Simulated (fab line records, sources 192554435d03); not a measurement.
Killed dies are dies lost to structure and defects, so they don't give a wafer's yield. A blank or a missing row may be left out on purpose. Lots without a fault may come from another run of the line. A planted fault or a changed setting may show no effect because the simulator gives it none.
Which tool did it? | flow n5_finfet | 12 lots, 36 wafers sampled, at 4 steps of a route of 1938

WHAT THE GAUGES READ, wafer by wafer
The record holds no reading of a measuring or inspecting step that can be judged against a usual standard deviation.

WHICH TOOL RAN EACH LOT (tool, then ch and the chambers of the sampled wafers, then the start)
lot  | N5_BEOL_M4_SPUTTER_94        | N5_BEOL_M4_ANNEAL_51             | N5_BEOL_M5_HM_DEP_02         | N5_BEOL_M5_COAT_05
L922 | pvd_sputter-01, day 7 14:28  | rtp_anneal-02 ch 0, day 7 14:55  | pvd_sputter-01, day 7 18:24  | litho_track-01 ch 0, day 7 18:32
L925 | pvd_sputter-02, day 9 01:35  | rtp_anneal-01 ch 0, day 9 02:03  | pvd_sputter-03, day 9 06:29  | litho_track-05 ch 0, day 9 06:37
L928 | pvd_sputter-02, day 9 21:44  | rtp_anneal-02 ch 0, day 9 22:11  | pvd_sputter-02, day 10 01:49 | litho_track-05 ch 0, day 10 01:57
L930 | pvd_sputter-03, day 10 01:10 | rtp_anneal-02 ch 0, day 10 01:46 | pvd_sputter-02, day 10 07:19 | litho_track-04 ch 0, day 10 07:28
L933 | pvd_sputter-01, day 10 09:55 | rtp_anneal-02 ch 0, day 10 10:23 | pvd_sputter-02, day 10 13:07 | litho_track-04 ch 0, day 10 13:14
L932 | pvd_sputter-01, day 11 02:38 | rtp_anneal-01 ch 0, day 11 03:11 | pvd_sputter-03, day 11 06:17 | litho_track-01 ch 0, day 11 06:25
L934 | pvd_sputter-02, day 11 06:40 | rtp_anneal-01 ch 0, day 11 07:05 | pvd_sputter-02, day 11 10:29 | litho_track-04 ch 0, day 11 10:37
L936 | pvd_sputter-01, day 11 08:40 | rtp_anneal-01 ch 0, day 11 09:08 | pvd_sputter-03, day 11 12:05 | litho_track-05 ch 0, day 11 12:13
L935 | pvd_sputter-02, day 11 08:48 | rtp_anneal-02 ch 0, day 11 09:13 | pvd_sputter-03, day 11 12:11 | litho_track-05 ch 0, day 11 12:19
L937 | pvd_sputter-02, day 11 23:02 | rtp_anneal-01 ch 0, day 11 23:35 | pvd_sputter-02, day 12 02:42 | litho_track-04 ch 0, day 12 02:50
L940 | pvd_sputter-01, day 12 21:17 | rtp_anneal-02 ch 0, day 12 21:44 | pvd_sputter-01, day 13 03:43 | litho_track-04 ch 0, day 13 03:51
L942 | pvd_sputter-03, day 12 21:23 | rtp_anneal-01 ch 0, day 12 22:04 | pvd_sputter-01, day 13 04:01 | litho_track-04 ch 0, day 13 04:10
- N5_BEOL_M4_SPUTTER_94: material Cu, target thk 4.5 nm, time 8.29 s.
- N5_BEOL_M4_ANNEAL_51: time 90 s.
- N5_BEOL_M5_HM_DEP_02: deposits TiN, target thk 20 nm.
- N5_BEOL_M5_COAT_05: resist thk 30 nm.

WHAT THE TOOLS THEMSELVES READ (means of the sampled wafers that have a number; where no wafer has one, the mark that the record gives instead)
N5_BEOL_M4_SPUTTER_94. Usual: throttle_valve_pct 30.1 %, standard deviation 1.1.
lot  | tool           | throttle_valve_pct (%) | flag
L922 | pvd_sputter-01 | 30.1                   |
L925 | pvd_sputter-02 | 29.5                   |
L928 | pvd_sputter-02 | 30.0                   |
L930 | pvd_sputter-03 | 29.9                   |
L933 | pvd_sputter-01 | 30.7                   |
L932 | pvd_sputter-01 | 31.3                   |
L934 | pvd_sputter-02 | 29.0                   |
L936 | pvd_sputter-01 | 30.6                   |
L935 | pvd_sputter-02 | 29.2                   |
L937 | pvd_sputter-02 | 28.5                   |
L940 | pvd_sputter-01 | 31.2                   |
L942 | pvd_sputter-03 | 30.4                   |

N5_BEOL_M4_ANNEAL_51. Usual: wafer_temp_C_max 225.98, standard deviation 0.24.
lot  | tool          | wafer_temp_C_max | flag
L922 | rtp_anneal-02 | 225.87           |
L925 | rtp_anneal-01 | 225.91           |
L928 | rtp_anneal-02 | 225.76           |
L930 | rtp_anneal-02 | 225.97           |
L933 | rtp_anneal-02 | 225.74           |
L932 | rtp_anneal-01 | 226.12           |
L934 | rtp_anneal-01 | 226.00           |
L936 | rtp_anneal-01 | 225.90           |
L935 | rtp_anneal-02 | 226.17           |
L937 | rtp_anneal-01 | 225.86           |
L940 | rtp_anneal-02 | 225.85           |
L942 | rtp_anneal-01 | 226.29           |

N5_BEOL_M5_HM_DEP_02. Usual: throttle_valve_pct 30.0 %, standard deviation 0.98.
lot  | tool           | throttle_valve_pct (%) | flag
L922 | pvd_sputter-01 | 30.9                   |
L925 | pvd_sputter-03 | 30.2                   |
L928 | pvd_sputter-02 | 29.5                   |
L930 | pvd_sputter-02 | 30.7                   |
L933 | pvd_sputter-02 | 30.0                   |
L932 | pvd_sputter-03 | 29.8                   |
L934 | pvd_sputter-02 | 29.4                   |
L936 | pvd_sputter-03 | 30.2                   |
L935 | pvd_sputter-03 | 30.3                   |
L937 | pvd_sputter-02 | 29.1                   |
L940 | pvd_sputter-01 | 29.6                   |
L942 | pvd_sputter-01 | 30.3                   |

N5_BEOL_M5_COAT_05. Usual: resist_line_temp_C 22.98 C, standard deviation 0.1; spin_speed_rpm 1499.8 rpm, standard deviation 1.1.
lot  | tool           | resist_line_temp_C (C) | spin_speed_rpm (rpm) | flag
L922 | litho_track-01 | 22.90                  | 1499.7               |
L925 | litho_track-05 | 22.99                  | 1500.6               |
L928 | litho_track-05 | 22.97                  | 1498.7               |
L930 | litho_track-04 | 22.90                  | 1500.3               |
L933 | litho_track-04 | 22.89                  | 1500.5               |
L932 | litho_track-01 | 23.01                  | 1500.1               |
L934 | litho_track-04 | 23.08                  | 1500.6               |
L936 | litho_track-05 | 22.92                  | 1500.0               |
L935 | litho_track-05 | 22.95                  | 1500.9               |
L937 | litho_track-04 | 23.06                  | 1500.2               |
L940 | litho_track-04 | 22.98                  | 1386.4               | OFF
L942 | litho_track-04 | 22.91                  | 1386.3               | OFF

THE ANSWER, worked out from the rows above alone
Rule: a lot is off if the mean of its wafers that have a number lies more than 3 standard deviations from the usual mean. A lot without any number at a reading at which 4 lots or more have one is off too. The other lots that the step has rows for count as sound. The gauges are gone through in route order, then the tools' own readings, and for those a lot's mean is taken as printed above. The first step at which some lot is off is used, and at that step the reading that is off furthest; a lot without a number counts as furthest.
Off: L940, L942, at N5_BEOL_M5_COAT_05 (spin_speed_rpm).
A tool fits if, at that step or a process step before it, it ran every lot that is off, and no sound lot after the first of them. Can't be told from this: 2 tools fit, pvd_sputter-01 at N5_BEOL_M5_HM_DEP_02, litho_track-04 at N5_BEOL_M5_COAT_05.

WHAT THE SIMULATOR HAD PUT IN
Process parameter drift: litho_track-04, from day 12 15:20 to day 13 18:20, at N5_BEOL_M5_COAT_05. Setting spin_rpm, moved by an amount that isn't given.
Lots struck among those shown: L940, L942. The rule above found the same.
